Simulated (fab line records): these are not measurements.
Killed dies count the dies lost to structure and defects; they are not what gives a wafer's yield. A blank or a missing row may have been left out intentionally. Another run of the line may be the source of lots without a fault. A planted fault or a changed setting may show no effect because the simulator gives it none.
Struck lot and sound lot, side by side -- flow n5_finfet -- 15 out of 1938 route steps
Sound: these wafers, L768.4, L768.5, L768.6. Struck: wafer L776.2. (L776.3 of the same lot was not struck and is left out.) The cause comes at the end.
Order at every step that has rows: each side's tool, ch and its chambers, its first start. Under that, the readings that differ: sound wafers -- struck wafers -- difference of the means -- sigmas: that difference in standard deviations of wafers without a fault.
alike: readings with means less than 2 such deviations apart, plus words and numbers identical on both sides. not compared: withheld readings, readings lacking a value on some wafer, bounds such as >300 that could conceal the same value, and numbers that have no deviation in the record and whose values overlap.
A row with sigmas, a row that says differs or no value, or rows on one side alone: a step with any of these is where the two part. Numbers that have no deviation but don't overlap get no sigmas and don't part them. A reading that every wafer of one side lacks parts them only if that side has two wafers or more.

first, 1 step without rows for these wafers: N5_FIN_CUT_STRIP_31 (strips in N2/H2).
N5_FIN_CUT_STRIP_24: strips in CF4.
  sound on rie_diel-04 ch 0,1,2, day 2 09:47; struck on rie_diel-01 ch 3, day 4 08:53
reading,sound,struck,difference,sigmas
chamber_pressure_mTorr (mTorr),50.05 49.98 50.10,49.94,-0.10,-2
drypump_motor_current_A (A),5.4 4.9 6.0,6.2,+0.8,+2
  alike: oes_product_au, rf_vpp_V, showerhead_plenum_p_Torr, throttle_valve_pct
  not compared: rf_hours_counter_h
N5_FIN_CUT_CUT_ETCH_26: etches SiNx in CH3F/O2, target depth 39 nm, time 55.7 s.
  sound on rie_diel-04 ch 0,1,2, day 2 09:49; struck on rie_diel-01 ch 3, day 4 08:55
  alike: O2_flow_sccm, chamber_pressure_mTorr, drypump_motor_current_A, oes_product_au, rf_vpp_V, showerhead_plenum_p_Torr, throttle_valve_pct
  not compared: rf_hours_counter_h
N5_FIN_CUT_CUT_ETCH_27: etches SiO2 in CHF3/O2, target depth 4 nm, overetch 2 nm, time 4.9 s.
  sound on rie_diel-04 ch 0,1,2, day 2 09:51; struck on rie_diel-01 ch 3, day 4 08:57
reading,sound,struck,difference,sigmas
drypump_motor_current_A (A),5.4 5.0 6.0,6.2,+0.7,+2
  alike: O2_flow_sccm, chamber_pressure_mTorr, oes_product_au, rf_vpp_V, showerhead_plenum_p_Torr, throttle_valve_pct
  not compared: rf_hours_counter_h
then, 2 steps without rows for these wafers: N5_FIN_CUT_PRECLEAN_35 (cleans in vHF, time 13.3 s); N5_FIN_CUT_CUT_ETCH_15 (etches Si in HBr/Cl2/O2, target depth 100 nm, bt time 10 s, time 42.4 s).
N5_FIN_CUT_CUT_ETCH_28: etches Si in HBr/Cl2/O2, target depth 6 nm, time 2.4 s.
  sound on rie_si-05 ch 1,2, day 2 10:04; struck on rie_si-05 ch 1, day 4 09:10
  alike: O2_flow_sccm, chamber_pressure_mTorr, drypump_motor_current_A, he_backside_leak_sccm, oes_product_au, throttle_valve_pct
  not compared: rf_hours_counter_h
N5_FIN_CUT_STRIP_22: strips in N2/H2.
  sound on rie_diel-01 ch 0,1,3, day 2 10:08; struck on rie_diel-05 ch 3, day 4 09:13
reading,sound,struck,difference,sigmas
rf_hours_counter_h (h),- - -,226,no value on the sound wafers,
  alike: chamber_pressure_mTorr, drypump_motor_current_A, h2_flow_sccm, oes_product_au, rf_vpp_V, showerhead_plenum_p_Torr, throttle_valve_pct
then, 3 steps without rows for these wafers: N5_FIN_CUT_PRECLEAN_36 (cleans in O3/DIW, time 60 s); N5_FIN_CUT_SRD_32 (time 30 s); N5_FIN_CUT_UV_OZONE_34 (time 120 s).
N5_FIN_CUT_INSPECT_17: inspects for defects (brightfield).
  sound: defect_inspect-02 at day 2 10:17; struck: defect_inspect-02 at day 4 09:23
  alike: raw_defect_count
N5_STI_FIN_REVEAL_ALD_00: deposits SiO2, target thk 1 nm, pulse time 1 s.
  sound on ald_sin-01 ch 0,3, day 2 11:02; struck on ald_sin-01 ch 2, day 4 09:31
reading,sound,struck,difference,sigmas
model.SiO2_of_STI_FIN_REVEAL_ALD_00.thk_nm (nm),1 1 1,1.4,+0.4,
  alike: heater_power_outer_w, heater_power_w, precursor_pulse_height_rel
then, 1 step without rows for these wafers: N5_STI_FIN_REVEAL_ALD_14 (deposits Si3N4, target thk 3 nm).
-- here the record skips 10 days between the struck wafers' starts before and after, leaving off in module STI_FIN_REVEAL and picking up in module PASSIVATION (first step shown: number 1936 of the route) --
N5_PASSIVATION_PROBE_49:
  rows exist in the record for the struck wafers here (prober-02, day 14 20:44), but not for the sound ones

WHERE THEY PART
Last at N5_PASSIVATION_PROBE_49 as far as this record goes, first at N5_FIN_CUT_STRIP_24.

WHY: what the simulator had put in
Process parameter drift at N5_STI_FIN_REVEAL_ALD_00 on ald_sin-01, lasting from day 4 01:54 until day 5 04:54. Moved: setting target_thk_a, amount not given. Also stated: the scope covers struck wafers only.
